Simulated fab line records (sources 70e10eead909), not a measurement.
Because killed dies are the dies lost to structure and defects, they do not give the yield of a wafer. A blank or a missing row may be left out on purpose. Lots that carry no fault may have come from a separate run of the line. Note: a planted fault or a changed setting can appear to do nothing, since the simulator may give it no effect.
Tool commonality check || flow nand-harc || 15 lots and 45 wafers in the sample

== WHAT PROMPTED THE OPENING ==
Flagged at NHARC_P_M2_THK_MEAS_24: reading thk-nm, on 3 of 15 lots. Wafers without a fault read 144.7 nm, standard deviation 1.5.
Rule: a lot is flagged when every wafer of it that has a number lies more than 4 standard deviations from that mean, or none has a number. All remaining lots are regarded as sound.

{"lot": "L396", "measured": "day 6 17:55", "on": "film-metro-01", "thk-nm (nm), wafer by wafer": "142.8 141.5 143.8", "flag": ""}
{"lot": "L397", "measured": "day 7 06:01", "on": "film-metro-02", "thk-nm (nm), wafer by wafer": "143.7 143.7 145.0", "flag": ""}
{"lot": "L399", "measured": "day 8 08:05", "on": "film-metro-02", "thk-nm (nm), wafer by wafer": "143.3 144.3 145.5", "flag": ""}
{"lot": "L400", "measured": "day 8 13:12", "on": "film-metro-02", "thk-nm (nm), wafer by wafer": "143.2 147.3 144.8", "flag": ""}
{"lot": "L401", "measured": "day 9 03:22", "on": "film-metro-01", "thk-nm (nm), wafer by wafer": "142.9 141.2 144.1", "flag": ""}
{"lot": "L403", "measured": "day 9 21:13", "on": "film-metro-01", "thk-nm (nm), wafer by wafer": "32.0 29.7 30.1", "flag": "FLAGGED"}
{"lot": "L404", "measured": "day 10 00:46", "on": "film-metro-02", "thk-nm (nm), wafer by wafer": "31.9 30.6 28.2", "flag": "FLAGGED"}
{"lot": "L405", "measured": "day 10 20:40", "on": "film-metro-02", "thk-nm (nm), wafer by wafer": "29.2 29.9 29.9", "flag": "FLAGGED"}
{"lot": "L411", "measured": "day 13 00:32", "on": "film-metro-01", "thk-nm (nm), wafer by wafer": "143.1 143.7 140.1", "flag": ""}
{"lot": "L412", "measured": "day 13 19:12", "on": "film-metro-01", "thk-nm (nm), wafer by wafer": "144.1 144.0 144.8", "flag": ""}
{"lot": "L413", "measured": "day 14 01:28", "on": "film-metro-01", "thk-nm (nm), wafer by wafer": "142.7 144.0 145.1", "flag": ""}
{"lot": "L414", "measured": "day 14 13:22", "on": "film-metro-01", "thk-nm (nm), wafer by wafer": "147.1 144.5 144.5", "flag": ""}
{"lot": "L416", "measured": "day 15 05:00", "on": "film-metro-01", "thk-nm (nm), wafer by wafer": "145.2 144.9 145.4", "flag": ""}
{"lot": "L415", "measured": "day 15 05:59", "on": "film-metro-02", "thk-nm (nm), wafer by wafer": "149.0 146.3 149.3", "flag": ""}
{"lot": "L418", "measured": "day 16 02:34", "on": "film-metro-02", "thk-nm (nm), wafer by wafer": "145.0 145.2 143.9", "flag": ""}
Average over the flagged lots: 30.2 nm; offset from the usual -114.5 nm, equal to -76 standard deviations.

== EACH LOT AND THE TOOL IT RAN ON ==
Before the reading, the record contains 3 process steps out of a 1302-step route. Every cell lists first the tool, next ch and the chambers used by the sampled wafers, and last the start.
{"lot": "L396", "flag": "", "NHARC_P_M2_ETCH_15": "rie-diel-12 ch 1,2,3, day 6 16:53 or earlier", "NHARC_P_M2_ECD_22": "ecd-cu-01 ch 0,1, day 6 16:53", "NHARC_P_M2_CMP_23": "cmp-01 ch 0,2,3, day 6 17:36"}
{"lot": "L397", "flag": "", "NHARC_P_M2_ETCH_15": "rie-diel-12 ch 0,1,2, day 7 05:03 or earlier", "NHARC_P_M2_ECD_22": "ecd-cu-01 ch 0,1, day 7 05:03", "NHARC_P_M2_CMP_23": "cmp-01 ch 2,3, day 7 05:43"}
{"lot": "L399", "flag": "", "NHARC_P_M2_ETCH_15": "rie-diel-10 ch 0,1,2, day 8 07:07 or earlier", "NHARC_P_M2_ECD_22": "ecd-cu-01 ch 0,1, day 8 07:07", "NHARC_P_M2_CMP_23": "cmp-01 ch 0,2, day 8 07:47"}
{"lot": "L400", "flag": "", "NHARC_P_M2_ETCH_15": "rie-diel-12 ch 0,3, day 8 12:08 or earlier", "NHARC_P_M2_ECD_22": "ecd-cu-02 ch 1, day 8 12:08", "NHARC_P_M2_CMP_23": "cmp-02 ch 0,1, day 8 12:53"}
{"lot": "L401", "flag": "", "NHARC_P_M2_ETCH_15": "rie-diel-12 ch 1,2,3, day 9 02:23 or earlier", "NHARC_P_M2_ECD_22": "ecd-cu-02 ch 0,1, day 9 02:23", "NHARC_P_M2_CMP_23": "cmp-04 ch 2,3, day 9 03:03"}
{"lot": "L403", "flag": "FLAGGED", "NHARC_P_M2_ETCH_15": "rie-diel-12 ch 0,1,2, day 9 20:08 or earlier", "NHARC_P_M2_ECD_22": "ecd-cu-02 ch 0,1, day 9 20:08", "NHARC_P_M2_CMP_23": "cmp-01 ch 0,2, day 9 20:56"}
{"lot": "L404", "flag": "FLAGGED", "NHARC_P_M2_ETCH_15": "rie-diel-10 ch 1,2,3, day 9 23:44 or earlier", "NHARC_P_M2_ECD_22": "ecd-cu-02 ch 1, day 9 23:44", "NHARC_P_M2_CMP_23": "cmp-02 ch 0,2, day 10 00:27"}
{"lot": "L405", "flag": "FLAGGED", "NHARC_P_M2_ETCH_15": "rie-diel-09 ch 0,3, day 10 19:44 or earlier", "NHARC_P_M2_ECD_22": "ecd-cu-02 ch 0,1, day 10 19:44", "NHARC_P_M2_CMP_23": "cmp-01 ch 0,1,2, day 10 20:25"}
{"lot": "L411", "flag": "", "NHARC_P_M2_ETCH_15": "rie-diel-09 ch 0,3, day 12 23:33 or earlier", "NHARC_P_M2_ECD_22": "ecd-cu-02 ch 0,1, day 12 23:33", "NHARC_P_M2_CMP_23": "cmp-01 ch 0,2,3, day 13 00:14"}
{"lot": "L412", "flag": "", "NHARC_P_M2_ETCH_15": "rie-diel-09 ch 1,3, day 13 18:13 or earlier", "NHARC_P_M2_ECD_22": "ecd-cu-02 ch 1, day 13 18:13", "NHARC_P_M2_CMP_23": "cmp-02 ch 1,2, day 13 18:53"}
{"lot": "L413", "flag": "", "NHARC_P_M2_ETCH_15": "rie-diel-10 ch 1,2,3, day 14 00:26 or earlier", "NHARC_P_M2_ECD_22": "ecd-cu-02 ch 0,1, day 14 00:26", "NHARC_P_M2_CMP_23": "cmp-01 ch 1,3, day 14 01:09"}
{"lot": "L414", "flag": "", "NHARC_P_M2_ETCH_15": "rie-diel-12 ch 0,1, day 14 12:22 or earlier", "NHARC_P_M2_ECD_22": "ecd-cu-01 ch 0, day 14 12:22", "NHARC_P_M2_CMP_23": "cmp-01 ch 0,1,3, day 14 13:07"}
{"lot": "L416", "flag": "", "NHARC_P_M2_ETCH_15": "rie-diel-10 ch 0,1, day 15 04:01 or earlier", "NHARC_P_M2_ECD_22": "ecd-cu-02 ch 0,1, day 15 04:01", "NHARC_P_M2_CMP_23": "cmp-04 ch 1,3, day 15 04:41"}
{"lot": "L415", "flag": "", "NHARC_P_M2_ETCH_15": "rie-diel-10 ch 0,2,3, day 15 04:57 or earlier", "NHARC_P_M2_ECD_22": "ecd-cu-02 ch 0,1, day 15 04:57", "NHARC_P_M2_CMP_23": "cmp-01 ch 0,1,3, day 15 05:42"}
{"lot": "L418", "flag": "", "NHARC_P_M2_ETCH_15": "rie-diel-12 ch 0,1, day 16 01:38 or earlier", "NHARC_P_M2_ECD_22": "ecd-cu-02 ch 0,1, day 16 01:38", "NHARC_P_M2_CMP_23": "cmp-02 ch 0,1,2, day 16 02:16"}
What these steps do:
- NHARC_P_M2_ETCH_15: etches the open film in C4F8/Ar, target depth 182.5 nm, time 91.2 s.
- NHARC_P_M2_ECD_22: material Cu, target thk 400 nm.
- NHARC_P_M2_CMP_23: polishes, t overpolish 20 s, target thk 144.3 nm.
- NHARC_P_M2_THK_MEAS_24: measures by xrf.

== FLAGGED OVER TOTAL, TOOL BY TOOL (the gauges that took the reading come last) ==
{"step": "NHARC_P_M2_ETCH_15", "tool": "rie-diel-09", "lots run": 3, "flagged": 1, "share of the flagged lots": "some", "sound lots run after its first flagged lot": "2 (L411,L412)"}
{"step": "NHARC_P_M2_ETCH_15", "tool": "rie-diel-10", "lots run": 5, "flagged": 1, "share of the flagged lots": "some", "sound lots run after its first flagged lot": "3 (L413,L416,L415)"}
{"step": "NHARC_P_M2_ETCH_15", "tool": "rie-diel-12", "lots run": 7, "flagged": 1, "share of the flagged lots": "some", "sound lots run after its first flagged lot": "2 (L414,L418)"}
{"step": "NHARC_P_M2_ECD_22", "tool": "ecd-cu-01", "lots run": 4, "flagged": 0, "share of the flagged lots": "none", "sound lots run after its first flagged lot": "-"}
{"step": "NHARC_P_M2_ECD_22", "tool": "ecd-cu-02", "lots run": 11, "flagged": 3, "share of the flagged lots": "all", "sound lots run after its first flagged lot": "6 (L411,L412,L413,L416,L415,L418)"}
{"step": "NHARC_P_M2_CMP_23", "tool": "cmp-01", "lots run": 9, "flagged": 2, "share of the flagged lots": "some", "sound lots run after its first flagged lot": "4 (L411,L413,L414,L415)"}
{"step": "NHARC_P_M2_CMP_23", "tool": "cmp-02", "lots run": 4, "flagged": 1, "share of the flagged lots": "some", "sound lots run after its first flagged lot": "2 (L412,L418)"}
{"step": "NHARC_P_M2_CMP_23", "tool": "cmp-04", "lots run": 2, "flagged": 0, "share of the flagged lots": "none", "sound lots run after its first flagged lot": "-"}
{"step": "NHARC_P_M2_THK_MEAS_24", "tool": "film-metro-01", "lots run": 8, "flagged": 1, "share of the flagged lots": "some", "sound lots run after its first flagged lot": "5 (L411,L412,L413,L414,L416)"}
{"step": "NHARC_P_M2_THK_MEAS_24", "tool": "film-metro-02", "lots run": 7, "flagged": 2, "share of the flagged lots": "some", "sound lots run after its first flagged lot": "2 (L415,L418)"}
NHARC_P_M2_ETCH_15 gives no start for some lots, so the hours and the order of its lots are those of NHARC_P_M2_ECD_22.

== WHAT THE TABLE PERMITS ==
Rows of the table that ran each flagged lot: 1, that is ecd-cu-02 at NHARC_P_M2_ECD_22.
- ecd-cu-02 at NHARC_P_M2_ECD_22: 3 of its 11 lots flagged. After the first flagged lot (L411, L412, L413, L416, L415, L418), sound lots still ran on it; a lasting fault on the whole tool would not permit that. On the flagged lots its readings are blank where sound lots have values: bath-heat-duty-pct, bath-temp-c.
There is no row in the table that ran each flagged lot and no sound lot after the first.

== WHAT THE SIMULATOR HAD INSERTED ==
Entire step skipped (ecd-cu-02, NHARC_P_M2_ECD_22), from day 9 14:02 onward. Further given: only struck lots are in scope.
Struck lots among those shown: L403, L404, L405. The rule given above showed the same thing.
